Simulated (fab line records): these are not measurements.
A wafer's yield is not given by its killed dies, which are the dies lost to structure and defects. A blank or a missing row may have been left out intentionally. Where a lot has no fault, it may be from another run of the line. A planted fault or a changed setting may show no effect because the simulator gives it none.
fab line records	flow n5-finfet	part 1 of 2: steps 1 to 4 of 6
record: lots: 24	wafers: 72	last-day: 18
route steps=1938 shown BEOL_M10@1471
lots untouched by any fault: they come from a run of this same line in which no faults occurred
start-h: hours from the record's first day to the start of the lot's first wafer shown	wait-h: hours since the lot's step before	" repeats the value in the row above	L1.1+2: several wafers, shown together as one row	- value missing, or start not given	* or withheld: withheld	< > ~ a bound
route shown NAME@n: NAME is a module with steps in the file, n the number in the route of the first one	usual: mean/standard deviation of fault-free wafers	same: alike in all rows	chamber/n: place in a boat	sites: readings site by site	_std_site: standard deviation of those values	_edge_site: mean of outer sites minus mean of inner sites	radius-mm: for every site, how far away it sits from the centre of the wafer	mask NAME#n: copy n	behind: the last tool/chamber to shape the wafer	hold: reason for holding the lot/hours on hold/outcome of the hold	device: transistor that didn't switch, given as n, p or np	end of line: the tests these same wafers got at the end of their route	where a step has no rows: the recipe by itself	killed: dies lost to structure and defects at the first sort, not the wafer's yield	map: a wafer's dies, x killed, . not, _ none there
set.NAME: the setting the step ran with; set.NAME@STEP: the setting that earlier step ran with	model.NAME: the simulator's own value behind a step, which no gauge read
steps of the route over a sample of lots; a table a step, a row a wafer
services: when a tool's chamber went out of use (start-h, in hours from the record's first day, below 0 if earlier), for how many hours, and the reason
== steps ==
step: N5_BEOL_M10_CURE_71
recipe: temp-c: 385	time-s: 240	ambient: He/Ar	material: SiCOH_lowk
usual: lamp-power-pct: 52.31/0.054	wafer_temp_C_max: 386.9/0.57
lot.wafer	tool	chamber	start-h	wait-h	lamp-power-pct	wafer_temp_C_max
L074.2	uv-cure-02	2	210.99	0.3	52.32	386.5
L074.3	"	2	"	"	52.36	386.4
L074.4	"	2	"	"	52.28	386.3
L075.1	uv-cure-02	0	218.83	0.0	52.36	386.5
L075.2	"	0	"	"	52.34	386.2
L075.3	"	0	"	"	52.34	386.8
L076.1	uv-cure-02	0	220.75	0.0	52.31	387.3
L076.2	"	0	"	"	52.32	387.0
L076.5	"	0	"	"	52.28	387.1
L077.3	uv-cure-01	2	227.32	0.4	52.30	387.7
L077.4	"	2	"	"	52.25	388.1
L077.6	"	2	"	"	52.31	388.0
L078.4	uv-cure-02	0	238.80	0.9	52.37	387.1
L078.5	"	0	"	"	52.28	387.3
L078.6	"	0	"	"	52.39	386.9
L079.2	uv-cure-01	0	250.36	0.2	52.32	385.8
L079.3	"	0	"	"	52.28	386.3
L079.6	"	0	"	"	52.30	386.6
L080.1	uv-cure-01	2	250.82	0.0	52.27	387.8
L080.3	"	2	"	"	52.32	387.4
L080.4	"	2	"	"	52.26	387.4
L082.2	uv-cure-02	1	259.38	0.2	52.30	388.6
L082.4	"	1	"	"	52.22	387.6
L082.5	"	1	"	"	52.22	386.9
L081.1	uv-cure-01	1	259.45	0.0	52.25	387.3
L081.2	"	1	"	"	52.41	387.0
L081.6	"	1	"	"	52.34	386.5
L084.1	uv-cure-03	2	267.88	0.0	52.37	386.3
L084.5	"	2	"	"	52.31	386.4
L084.6	"	2	"	"	52.44	385.9
L083.3	uv-cure-02	2	272.28	0.2	52.32	386.4
L083.4	"	2	"	"	52.32	386.5
L083.5	"	2	"	"	52.37	386.6
L085.2	uv-cure-03	1	278.61	0.3	52.28	387.0
L085.4	"	1	"	"	52.43	387.4
L085.5	"	1	"	"	52.27	387.7
L086.2	uv-cure-02	2	285.48	0.1	52.32	386.5
L086.3	"	2	"	"	52.34	386.1
L086.6	"	2	"	"	52.22	386.2
L087.2	uv-cure-02	2	302.63	0.4	52.21	387.1
L087.3	"	2	"	"	52.29	386.4
L087.5	"	2	"	"	52.29	386.8
L090.2	uv-cure-03	0	302.93	0.2	52.28	386.5
L090.3	"	0	"	"	52.30	386.5
L090.5	"	0	"	"	52.28	386.9
L088.1	uv-cure-03	0	303.33	0.1	52.29	386.6
L088.4	"	0	"	"	52.32	386.2
L088.5	"	0	"	"	52.34	386.8
L089.2	uv-cure-03	2	311.83	0.7	52.37	386.7
L089.3	"	2	"	"	52.26	386.5
L089.6	"	2	"	"	52.27	387.1
L091.1	uv-cure-03	1	313.58	0.3	52.28	387.9
L091.4	"	1	"	"	52.40	387.8
L091.5	"	1	"	"	52.33	387.7
L092.1	uv-cure-01	1	315.34	0.1	52.33	386.6
L092.2	"	1	"	"	52.32	386.0
L092.3	"	1	"	"	52.32	386.7
L094.1	uv-cure-03	0	336.20	0.0	52.28	387.4
L094.4	"	0	"	"	52.32	386.7
L094.5	"	0	"	"	52.32	387.5
L093.3	uv-cure-02	2	337.58	0.4	52.25	386.5
L093.5	"	2	"	"	52.35	385.9
L093.6	"	2	"	"	52.34	386.3
L096.1	uv-cure-02	1	358.82	0.0	52.32	388.6
L096.2	"	1	"	"	52.38	387.0
L096.4	"	1	"	"	52.35	387.5
L095.2	uv-cure-03	2	360.75	0.1	52.30	386.1
L095.4	"	2	"	"	52.33	386.4
L095.6	"	2	"	"	52.29	386.5
L097.2	uv-cure-03	0	366.17	0.3	52.24	386.8
L097.4	"	0	"	"	52.23	387.3
L097.5	"	0	"	"	52.29	386.3
step: N5_BEOL_M10_STRIP_19
recipe: chemistry: O2	power-w: 400	temp-c: 40	pressure-mtorr: 30	rf-frequency-hz: 6e+07	bias-power-w: 0	overash-fraction: 0.2	o2-flow-sccm: 225
usual: drypump-motor-current-A: 5.5/0.4	oes-product-au: 0.80/0.071	rf-vpp-V: 3.6/0.63	showerhead-plenum-p-Torr: 2.10/0.071	temp-c: 40.00/0.11	throttle-valve-pct: 16.67/0.29
lot.wafer	tool	chamber	start-h	wait-h	drypump-motor-current-A	oes-product-au	rf-hours-counter-h	rf-vpp-V	showerhead-plenum-p-Torr	temp-c	throttle-valve-pct
L074.2	rie-diel-04	2	213.20	0.1	5.7	0.83	59	3.7	2.12	40.16	16.15
L074.3	"	1	"	"	5.7	0.91	15	4.1	2.15	39.94	16.44
L074.4	"	3	"	"	5.5	0.86	47	2.7	2.13	39.92	16.16
L075.1	rie-diel-04	0	222.39	0.1	5.4	0.80	79	4.6	2.22	40.23	17.00
L075.2	"	3	"	"	5.5	0.87	50	3.5	2.13	39.95	16.18
L075.3	"	2	"	"	5.7	0.84	62	4.0	2.12	40.03	16.17
L076.1	rie-diel-03	0	223.38	0.1	5.0	0.85	58	2.8	2.05	40.08	16.74
L076.2	"	2	"	"	5.7	0.86	46	3.4	2.22	39.88	16.28
L076.5	"	2	"	"	5.7	0.87	-	3.8	2.22	39.89	16.28
L077.3	rie-diel-06	1	229.87	0.1	5.3	0.74	151	4.2	2.01	40.03	17.01
L077.4	"	1	"	"	5.3	0.74	-	2.9	2.01	40.09	17.01
L077.6	"	2	"	"	5.0	0.80	-	3.7	2.02	40.12	16.80
L078.4	rie-diel-04	2	242.11	0.1	5.7	0.83	69	3.2	2.12	40.03	16.18
L078.5	"	0	"	"	5.4	0.79	-	4.1	2.22	39.97	16.98
L078.6	"	1	"	"	5.7	0.90	-	4.1	2.14	40.12	16.45
L079.2	rie-diel-06	2	252.91	0.1	5.0	0.79	115	4.6	2.01	40.10	16.79
L079.3	"	1	"	"	5.4	0.74	160	3.9	2.01	39.83	17.02
L079.6	"	1	"	"	5.3	0.74	-	3.7	2.01	39.84	17.01
L080.1	rie-diel-06	3	254.79	0.1	6.5	0.69	228	4.6	2.15	40.05	16.83
L080.3	"	0	"	"	5.5	0.71	222	3.5	2.07	39.92	16.62
L080.4	"	1	"	"	5.3	0.74	161	3.3	2.01	40.08	17.02
L082.2	rie-diel-04	0	262.58	0.1	5.4	0.79	93	4.2	2.22	39.84	17.00
L082.4	"	1	"	"	5.7	0.88	33	4.3	2.14	40.09	16.48
L082.5	"	1	"	"	5.7	0.87	-	3.0	2.14	40.04	16.49
L081.1	rie-diel-06	3	262.84	0.1	6.5	0.69	231	3.4	2.15	39.93	16.85
L081.2	"	0	"	"	5.5	0.70	225	3.7	2.07	40.09	16.62
L081.6	"	3	"	"	6.5	0.68	-	4.0	2.15	40.16	16.83
L084.1	rie-diel-03	1	270.77	0.1	5.5	0.91	15	2.7	2.07	40.03	16.40
L084.5	"	0	"	"	5.1	0.83	-	3.2	2.04	40.04	16.74
L084.6	"	3	"	"	5.7	0.91	-	3.9	2.14	39.93	16.82
L083.3	rie-diel-06	3	274.41	0.1	6.5	0.68	236	2.9	2.15	40.03	16.84
L083.4	"	0	"	"	5.5	0.70	230	4.1	2.07	40.09	16.62
L083.5	"	1	"	"	5.3	0.73	-	3.5	2.00	39.91	17.03
L085.2	rie-diel-06	2	280.50	0.1	5.0	0.79	124	4.0	2.01	40.04	16.83
L085.4	"	0	"	"	5.5	0.69	233	4.4	2.07	39.96	16.61
L085.5	"	2	"	"	5.0	0.78	-	3.6	2.01	40.17	16.82
L086.2	rie-diel-03	3	287.09	0.1	5.7	0.89	39	3.3	2.14	39.99	16.82
L086.3	"	0	"	"	5.0	0.80	84	2.9	2.04	39.85	16.78
L086.6	"	3	"	"	5.7	0.90	-	3.2	2.14	39.83	16.84
L090.2	rie-diel-06	2	306.22	0.2	5.0	0.77	137	4.1	2.01	40.08	16.83
L090.3	"	3	"	"	6.5	0.68	252	3.5	2.14	40.04	16.88
L090.5	"	2	"	"	5.0	0.77	-	3.1	2.01	40.16	16.86
L088.1	rie-diel-06	3	306.26	0.1	6.5	0.68	252	2.0	2.14	40.01	16.90
L088.4	"	3	"	"	6.5	0.67	-	3.9	2.14	40.06	16.90
L088.5	"	2	"	"	5.0	0.77	-	3.0	2.01	40.06	16.84
L087.2	rie-diel-03	2	306.44	0.1	5.7	0.82	70	3.9	2.21	39.95	16.32
L087.3	"	3	"	"	5.7	0.89	46	3.7	2.13	40.08	16.85
L087.5	"	2	"	"	5.7	0.82	-	4.0	2.21	39.93	16.31
L089.2	rie-diel-03	3	313.90	0.1	5.7	0.89	48	4.9	2.13	39.95	16.85
L089.3	"	1	"	"	5.6	0.88	31	3.5	2.06	39.86	16.43
L089.6	"	1	"	"	5.6	0.89	-	3.1	2.06	39.81	16.44
L091.1	rie-diel-04	0	317.12	0.1	5.4	0.77	111	3.1	2.21	39.77	17.06
L091.4	"	3	"	"	5.5	0.83	82	5.5	2.11	39.98	16.24
L091.5	"	3	"	"	5.5	0.83	-	3.2	2.11	39.90	16.22
L092.1	rie-diel-04	0	322.53	0.3	5.4	0.76	113	4.1	2.21	40.21	17.06
L092.2	"	1	"	"	5.8	0.86	53	3.9	2.13	40.01	16.52
L092.3	"	2	"	"	5.6	0.79	97	3.5	2.11	40.09	16.23
L094.1	rie-diel-03	2	338.51	0.1	5.7	0.81	83	4.3	2.21	40.12	16.36
L094.4	"	0	"	"	5.0	0.79	-	3.4	2.04	40.06	16.83
L094.5	"	1	"	"	5.6	0.87	-	3.9	2.06	40.09	16.43
L093.3	rie-diel-06	2	341.81	0.1	5.0	0.76	150	4.4	2.00	40.07	16.87
L093.5	"	1	"	"	5.3	0.70	-	3.2	2.00	39.85	17.08
L093.6	"	3	"	"	6.5	0.97	-	4.7	2.14	39.93	16.44
L096.1	rie-diel-04	2	361.68	0.1	5.7	0.78	110	2.9	2.10	40.10	16.26
L096.2	"	1	"	"	5.7	0.83	66	3.3	2.13	39.90	16.53
L096.4	"	0	"	"	5.4	0.74	126	3.2	2.21	39.92	17.06
L095.2	rie-diel-04	1	362.40	0.1	5.7	0.84	66	3.7	2.13	39.66	16.55
L095.4	"	2	"	"	5.7	0.79	110	3.2	2.10	39.95	16.24
L095.6	"	2	"	"	5.7	0.77	-	4.8	2.10	40.07	16.26
L097.2	rie-diel-06	3	369.42	0.1	6.5	0.93	16	3.8	2.13	40.05	16.46
L097.4	"	2	"	"	5.0	0.74	162	2.8	2.00	39.97	16.90
L097.5	"	0	"	"	5.5	0.69	-	3.0	2.07	39.97	16.67
step: N5_BEOL_M10_DESCUM_33
recipe: chemistry: O2	time-s: 7.9	source-power-w: 50	bias-power-w: 20	pressure-mtorr: 20	rf-frequency-hz: 2.712e+07	temp-c: 40	resist: CAR-ArF	o2-flow-sccm: 225
usual: drypump-motor-current-A: 5.5/0.34	oes-product-au: 0.82/0.066	rf-vpp-V: 243.2/1.5	showerhead-plenum-p-Torr: 2.10/0.07	temp-c: 40.00/0.092	throttle-valve-pct: 20.40/0.3
lot.wafer	tool	chamber	start-h	wait-h	drypump-motor-current-A	oes-product-au	rf-hours-counter-h	rf-vpp-V	showerhead-plenum-p-Torr	temp-c	throttle-valve-pct
L074.2	rie-diel-06	1	215.10	0.6	5.3	0.75	147	240.9	2.01	39.92	20.76
L074.3	"	0	"	"	5.5	0.72	207	242.5	2.08	40.06	20.28
L074.4	"	2	"	"	5.0	0.81	103	240.8	2.01	40.10	20.54
L075.1	rie-diel-03	2	223.90	0.1	5.7	0.86	46	245.9	2.22	39.99	20.05
L075.2	"	3	"	"	5.6	0.95	17	244.0	2.14	39.97	20.62
L075.3	"	0	"	"	5.0	0.84	58	242.4	2.05	39.90	20.53
L076.1	rie-diel-04	1	223.91	0.1	5.7	0.91	19	244.3	2.14	39.96	20.25
L076.2	"	3	"	"	5.5	0.87	51	243.3	2.12	40.01	19.90
L076.5	"	0	"	"	5.4	0.80	-	244.2	2.22	39.83	20.82
L077.3	rie-diel-06	1	230.68	0.0	5.3	0.75	152	241.2	2.01	39.98	20.76
L077.4	"	0	"	"	5.5	0.71	-	243.6	2.07	39.83	20.30
L077.6	"	2	"	"	5.0	0.81	-	241.8	2.01	40.12	20.55
L078.4	rie-diel-04	1	245.19	0.3	5.7	0.90	27	244.2	2.14	39.83	20.26
L078.5	"	1	"	"	5.7	0.90	-	243.0	2.14	39.99	20.27
L078.6	"	0	"	"	5.4	0.80	-	245.6	2.22	39.89	20.83
L079.2	rie-diel-03	0	253.36	0.0	5.0	0.83	71	241.9	2.04	39.90	20.52
L079.3	"	2	"	"	5.7	0.85	57	243.8	2.21	39.94	20.05
L079.6	"	2	"	"	5.7	0.84	-	245.0	2.21	39.99	20.07
L080.1	rie-diel-04	2	256.97	0.4	5.7	0.81	75	242.8	2.11	39.99	19.91
L080.3	"	1	"	"	5.7	0.89	31	244.0	2.13	40.26	20.26
L080.4	"	3	"	"	5.5	0.85	63	244.2	2.12	39.99	19.95
L082.2	rie-diel-04	2	263.20	0.0	5.7	0.82	77	242.2	2.11	40.11	19.92
L082.4	"	1	"	"	5.8	0.88	33	243.1	2.13	39.92	20.27
L082.5	"	2	"	"	5.7	0.81	-	244.3	2.11	39.97	19.92
L081.1	rie-diel-06	1	269.78	0.0	5.3	0.73	166	241.4	2.00	40.01	20.78
L081.2	"	0	"	"	5.5	0.70	228	243.2	2.07	39.81	20.32
L081.6	"	2	"	"	4.9	0.78	-	242.9	2.01	40.05	20.57
L084.1	rie-diel-03	3	271.55	0.1	5.7	0.92	33	242.2	2.13	39.88	20.64
L084.5	"	2	"	"	5.6	0.83	-	246.1	2.21	40.00	20.07
L084.6	"	1	"	"	5.5	0.92	-	243.2	2.06	40.00	20.19
L083.3	rie-diel-03	3	275.22	0.0	5.7	0.90	34	244.9	2.13	39.95	20.65
L083.4	"	1	"	"	5.6	0.90	16	241.7	2.06	40.13	20.21
L083.5	"	3	"	"	5.7	0.90	-	245.0	2.13	40.01	20.64
L085.2	rie-diel-06	0	281.70	0.0	5.5	0.71	233	242.5	2.07	40.07	20.32
L085.4	"	1	"	"	5.3	0.74	170	239.3	2.00	40.08	20.80
L085.5	"	2	"	"	5.0	0.78	-	240.7	2.01	39.99	20.58
L086.2	rie-diel-04	1	287.58	0.0	5.7	0.88	41	244.1	2.13	39.95	20.30
L086.3	"	0	"	"	5.4	0.78	102	245.6	2.21	39.93	20.85
L086.6	"	1	"	"	5.7	0.89	-	244.4	2.13	40.16	20.28
L088.1	rie-diel-03	0	309.91	0.0	5.0	0.81	91	242.4	2.03	40.08	20.56
L088.4	"	2	"	"	5.7	0.81	71	245.6	2.21	40.14	20.08
L088.5	"	2	"	"	5.7	0.81	-	244.0	2.21	40.11	20.08
L090.2	rie-diel-04	3	310.07	0.0	5.5	0.82	80	243.1	2.11	40.06	19.95
L090.3	"	1	"	"	5.7	0.87	49	243.7	2.13	40.08	20.29
L090.5	"	0	"	"	5.4	0.77	-	244.8	2.21	40.13	20.85
L087.2	rie-diel-04	3	310.54	0.3	5.5	0.83	80	243.0	2.11	39.99	19.95
L087.3	"	1	"	"	5.8	0.86	49	243.7	2.13	40.00	20.29
L087.5	"	1	"	"	5.8	0.87	-	245.2	2.13	39.90	20.30
L091.1	rie-diel-03	2	321.74	0.0	5.7	0.82	76	244.9	2.21	39.97	20.08
L091.4	"	3	"	"	5.7	0.88	50	243.4	2.13	40.06	20.66
L091.5	"	0	"	"	5.1	0.80	-	240.8	2.03	39.99	20.56
L089.2	rie-diel-03	3	322.20	0.3	5.7	0.87	50	245.7	2.13	40.02	20.66
L089.3	"	1	"	"	5.5	0.88	34	242.7	2.06	40.03	20.23
L089.6	"	2	"	"	5.6	0.82	-	245.0	2.21	39.98	20.08
L092.1	rie-diel-06	2	323.80	0.0	5.0	0.77	142	242.9	2.00	40.03	20.60
L092.2	"	1	"	"	5.4	0.71	188	242.5	1.99	39.97	20.81
L092.3	"	0	"	"	5.5	0.70	236	241.1	2.06	40.10	20.34
L094.1	rie-diel-06	3	341.00	0.3	6.5	0.97	4	242.6	2.13	40.01	20.25
L094.4	"	3	"	"	6.5	0.97	-	242.5	2.13	39.93	20.25
L094.5	"	2	"	"	5.0	0.76	-	241.3	2.00	39.96	20.61
L093.3	rie-diel-06	3	342.94	0.6	6.5	0.96	5	244.5	2.13	40.01	20.26
L093.5	"	2	"	"	5.0	0.77	-	242.1	2.00	39.95	20.63
L093.6	"	3	"	"	6.5	0.96	-	244.2	2.13	39.95	20.25
L096.1	rie-diel-03	3	363.17	0.0	5.7	0.87	58	244.8	2.12	40.08	20.65
L096.2	"	0	"	"	5.1	0.78	110	242.7	2.03	40.14	20.59
L096.4	"	1	"	"	5.6	0.86	-	241.4	2.05	39.88	20.25
L095.2	rie-diel-03	1	363.64	0.3	5.6	0.86	46	243.6	2.05	40.01	20.25
L095.4	"	3	"	"	5.7	0.87	-	245.4	2.12	39.97	20.69
L095.6	"	1	"	"	5.6	0.86	-	242.1	2.05	39.97	20.25
L097.2	rie-diel-03	1	370.06	0.0	5.6	0.85	48	243.7	2.05	39.95	20.26
L097.4	"	2	"	"	5.7	0.80	92	244.8	2.20	40.08	20.11
L097.5	"	2	"	"	5.7	0.81	-	243.3	2.20	40.05	20.11
step: N5_BEOL_M10_ANNEAL_51
recipe: temp-c: 225	time-s: 90	ambient: N2
usual: wafer_temp_C_max: 225.94/0.22
lot.wafer	tool	chamber	start-h	wait-h	wafer_temp_C_max
L074.2	rtp-anneal-02	0	218.89	0.3	225.90
L074.3	"	0	"	"	225.88
L074.4	"	0	"	"	225.85
L076.1	rtp-anneal-01	0	226.41	0.3	226.22
L076.2	"	0	"	"	225.92
L076.5	"	0	"	"	225.84
L075.1	rtp-anneal-02	0	228.18	0.1	226.11
L075.2	"	0	"	"	225.64
L075.3	"	0	"	"	226.12
L077.3	rtp-anneal-02	0	235.02	0.1	226.26
L077.4	"	0	"	"	225.90
L077.6	"	0	"	"	226.07
L078.4	rtp-anneal-01	0	247.52	0.5	225.96
L078.5	"	0	"	"	225.76
L078.6	"	0	"	"	226.02
L079.2	rtp-anneal-02	0	257.30	0.2	225.97
L079.3	"	0	"	"	226.13
L079.6	"	0	"	"	226.09
L080.1	rtp-anneal-01	0	259.83	0.7	225.76
L080.3	"	0	"	"	226.27
L080.4	"	0	"	"	225.62
L082.2	rtp-anneal-01	0	266.54	0.1	225.89
L082.4	"	0	"	"	225.95
L082.5	"	0	"	"	225.82
L081.1	rtp-anneal-02	0	272.86	0.2	226.10
L081.2	"	0	"	"	225.76
L081.6	"	0	"	"	226.12
L084.1	rtp-anneal-01	0	275.47	0.1	225.82
L084.5	"	0	"	"	225.89
L084.6	"	0	"	"	226.08
L083.3	rtp-anneal-01	0	277.26	0.1	226.06
L083.4	"	0	"	"	226.12
L083.5	"	0	"	"	225.95
L085.2	rtp-anneal-01	0	283.56	0.1	226.20
L085.4	"	0	"	"	226.31
L085.5	"	0	"	"	226.25
L086.2	rtp-anneal-01	0	291.16	0.3	225.58
L086.3	"	0	"	"	226.18
L086.6	"	0	"	"	226.15
L090.2	rtp-anneal-01	0	313.13	0.1	226.02
L090.3	"	0	"	"	226.07
L090.5	"	0	"	"	226.04
L087.2	rtp-anneal-01	0	313.89	0.4	226.12
L087.3	"	0	"	"	225.97
L087.5	"	0	"	"	225.74
L088.1	rtp-anneal-02	0	314.18	0.6	225.60
L088.4	"	0	"	"	225.87
L088.5	"	0	"	"	226.26
L091.1	rtp-anneal-01	0	324.05	0.1	225.65
L091.4	"	0	"	"	225.91
L091.5	"	0	"	"	225.96
L089.2	rtp-anneal-01	0	324.81	0.4	226.01
L089.3	"	0	"	"	225.97
L089.6	"	0	"	"	225.87
L092.1	rtp-anneal-02	0	326.44	0.1	225.73
L092.2	"	0	"	"	225.94
L092.3	"	0	"	"	225.73
L094.1	rtp-anneal-01	0	344.08	0.5	226.07
L094.4	"	0	"	"	225.84
L094.5	"	0	"	"	225.88
L093.3	rtp-anneal-02	0	346.00	0.1	225.75
L093.5	"	0	"	"	225.44
L093.6	"	0	"	"	225.53
L096.1	rtp-anneal-02	0	365.31	0.1	226.18
L096.2	"	0	"	"	225.82
L096.4	"	0	"	"	225.89
L095.2	rtp-anneal-01	0	366.04	0.3	226.26
L095.4	"	0	"	"	226.26
L095.6	"	0	"	"	226.03
L097.2	rtp-anneal-01	0	373.67	0.1	225.93
L097.4	"	0	"	"	226.05
L097.5	"	0	"	"	225.73
